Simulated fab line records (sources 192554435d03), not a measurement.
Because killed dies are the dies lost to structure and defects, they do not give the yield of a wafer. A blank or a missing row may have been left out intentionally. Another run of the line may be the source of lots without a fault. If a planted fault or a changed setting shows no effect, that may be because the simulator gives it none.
Check of tool commonality + flow n5 finfet + 10 lots, 30 wafers sampled

WHAT PROMPTED THE OPENING
At N5_BEOL_M4_RC_MEAS_101 the reading CJ_P is flagged on 2 of 10 lots. Fault-free wafers read 5.78, with a standard deviation of 0.14.
Rule: a lot is flagged when every wafer of it that has a number lies more than 4 standard deviations from that mean, or none has a number. As for the other lots, they are considered sound.

| lot  | measured     | on        | CJ_P, wafer by wafer | flag    |
|------|--------------|-----------|----------------------|---------|
| L463 | day 7 21:37  | prober-02 | 5.87 5.66 5.82       |         |
| L467 | day 9 00:58  | prober-02 | 5.56 5.85 5.80       |         |
| L470 | day 9 13:25  | prober-02 | 4.29 4.37 4.36       | FLAGGED |
| L471 | day 9 17:02  | prober-01 | 4.41 4.50 4.44       | FLAGGED |
| L473 | day 10 14:43 | prober-01 | 5.69 5.91 5.76       |         |
| L479 | day 11 17:46 | prober-02 | 5.77 5.89 5.88       |         |
| L482 | day 12 17:01 | prober-02 | 5.55 5.75 5.59       |         |
| L483 | day 12 19:22 | prober-01 | 5.81 5.78 6.02       |         |
| L485 | day 13 12:37 | prober-02 | 5.83 5.97 5.98       |         |
| L486 | day 13 15:45 | prober-02 | 6.01 6.06 5.78       |         |
On average the flagged lots' numbers are 4.40, which is -1.38 against the usual, or -10 standard deviations.

EACH LOT AND THE TOOL IT RAN ON
The record holds 2 process steps before the reading, out of a route of 1938 steps. Read each cell as the tool, then ch plus the chambers that the sampled wafers visited, then the start.
| lot  | flag    | N5_ZERO_LAYER_ETCH_18           | N5_WELL_APT_IMPLANT_15         |
|------|---------|---------------------------------|--------------------------------|
| L463 |         | rie si-02 ch 0,3, day 1 12:56   | implanter-02 ch 0, day 1 14:33 |
| L467 |         | rie si-04 ch 0,1,2, day 2 12:55 | implanter-02 ch 0, day 2 14:12 |
| L470 | FLAGGED | rie si-02 ch 1,2,3, day 3 07:13 | implanter-02 ch 0, day 3 08:24 |
| L471 | FLAGGED | rie si-04 ch 0,1,2, day 3 13:02 | implanter-02 ch 0, day 3 14:49 |
| L473 |         | rie si-04 ch 1,2,3, day 4 00:51 | implanter-01 ch 0, day 4 02:11 |
| L479 |         | rie si-04 ch 0,1,3, day 5 12:55 | implanter-01 ch 0, day 5 14:11 |
| L482 |         | rie si-01 ch 1,3, day 6 06:47   | implanter-01 ch 0, day 6 08:05 |
| L483 |         | rie si-04 ch 1,2,3, day 6 12:47 | implanter-02 ch 0, day 6 14:08 |
| L485 |         | rie si-04 ch 1,3, day 7 00:53   | implanter-02 ch 0, day 7 02:11 |
| L486 |         | rie si-01 ch 2,3, day 7 06:48   | implanter-01 ch 0, day 7 07:56 |
What these steps do:
- N5_ZERO_LAYER_ETCH_18: etches Si in HBr/Cl2, target depth 120 nm, time 40 s.
- N5_WELL_APT_IMPLANT_15
- N5_BEOL_M4_RC_MEAS_101

FLAGGED OVER TOTAL, TOOL BY TOOL (the gauges that took the reading come last)
| step                   | tool         | lots run | flagged | share of the flagged lots | sound lots run after its first flagged lot |
|------------------------|--------------|----------|---------|---------------------------|--------------------------------------------|
| N5_ZERO_LAYER_ETCH_18  | rie si-01    | 2        | 0       | none                      | -                                          |
| N5_ZERO_LAYER_ETCH_18  | rie si-02    | 2        | 1       | some                      | 0                                          |
| N5_ZERO_LAYER_ETCH_18  | rie si-04    | 6        | 1       | some                      | 4 (L473,L479,L483,L485)                    |
| N5_WELL_APT_IMPLANT_15 | implanter-01 | 4        | 0       | none                      | -                                          |
| N5_WELL_APT_IMPLANT_15 | implanter-02 | 6        | 2       | all                       | 2 (L483,L485)                              |
| N5_BEOL_M4_RC_MEAS_101 | prober-01    | 3        | 1       | some                      | 2 (L473,L483)                              |
| N5_BEOL_M4_RC_MEAS_101 | prober-02    | 7        | 1       | some                      | 4 (L479,L482,L485,L486)                    |

THE TABLE: WHAT IT ALLOWS
1 row of the table ran every flagged lot: implanter-02 at N5_WELL_APT_IMPLANT_15.
- implanter-02 at N5_WELL_APT_IMPLANT_15 ran 6 lots, 2 of them flagged. Lots that were sound ran on it after the first flagged one (L483, L485); a persistent fault on the entire tool would not allow that. Its own readings (dose ions cm2, faraday current uA) fall more than 4 standard deviations out on all wafers of the flagged lots.
None of the table's rows ran every flagged lot and, after the first, no sound lot.

WHAT THE SIMULATOR HAD INSERTED
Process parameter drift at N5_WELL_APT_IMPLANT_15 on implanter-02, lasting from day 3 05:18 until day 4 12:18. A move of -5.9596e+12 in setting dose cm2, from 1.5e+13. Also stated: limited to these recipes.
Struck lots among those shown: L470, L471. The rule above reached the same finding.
